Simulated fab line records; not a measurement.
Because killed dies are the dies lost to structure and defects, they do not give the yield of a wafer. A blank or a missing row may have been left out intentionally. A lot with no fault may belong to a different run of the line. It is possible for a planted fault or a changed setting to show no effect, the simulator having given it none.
Matching of chambers :: flow n5-finfet :: rie-diel-04 running N5_BEOL_M7_VIA_ETCH_34: 4 sister chambers
The step etches SiCOH lowk in C4F6/O2, target depth 125.5 nm, time 50.5 s. 4 wafers are shown with their chamber, then 7 later ones without.

WAFERS PAIRED WITH THEIR CHAMBERS
wafer: L088.2
chamber: 2
showerhead-plenum-p-Torr (Torr): 2.83

wafer: L089.1
chamber: 0
showerhead-plenum-p-Torr (Torr): 2.71

wafer: L089.2
chamber: 3
showerhead-plenum-p-Torr (Torr): 2.95

wafer: L094.5
chamber: 1
showerhead-plenum-p-Torr (Torr): 2.93

WAFERS WITHOUT THEIR CHAMBER
wafer: L094.6
showerhead-plenum-p-Torr (Torr): 2.83

wafer: L093.3
showerhead-plenum-p-Torr (Torr): 2.94

wafer: L093.5
showerhead-plenum-p-Torr (Torr): 2.93

wafer: L093.6
showerhead-plenum-p-Torr (Torr): 2.82

wafer: L097.1
showerhead-plenum-p-Torr (Torr): 2.93

wafer: L097.2
showerhead-plenum-p-Torr (Torr): 2.94

wafer: L097.6
showerhead-plenum-p-Torr (Torr): 3.04

WHICH CHAMBER EACH WENT THROUGH
wafer: L094.6
from the rows above: 2
in truth: 2

wafer: L093.3
from the rows above: can't be placed: 1 or 3
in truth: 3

wafer: L093.5
from the rows above: can't be placed: 1 or 3
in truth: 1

wafer: L093.6
from the rows above: 2
in truth: 2

wafer: L097.1
from the rows above: can't be placed: 1 or 3
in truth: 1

wafer: L097.2
from the rows above: can't be placed: 1 or 3
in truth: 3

wafer: L097.6
from the rows above: can't be placed: 3 or 1
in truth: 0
Correct placement for 2 of the 7. These rows do not allow placing 5 (true chamber among the candidates in 4). 0 placed wrongly.
How it was worked out, from the rows above alone: a wafer's distance from a chamber is the root of the sum, over the readings, of the square of ((its reading less the chamber's mean) divided by the reading's scatter). If the next closest chamber is less than 2 further off than the closest, the wafer can't be placed; otherwise it belongs to the closest. Each chamber's mean is taken over the wafers shown for it. The scatter (one wafer shown for each chamber): square how far every hidden wafer sits from the nearest shown wafer, average those squares and take the square root.
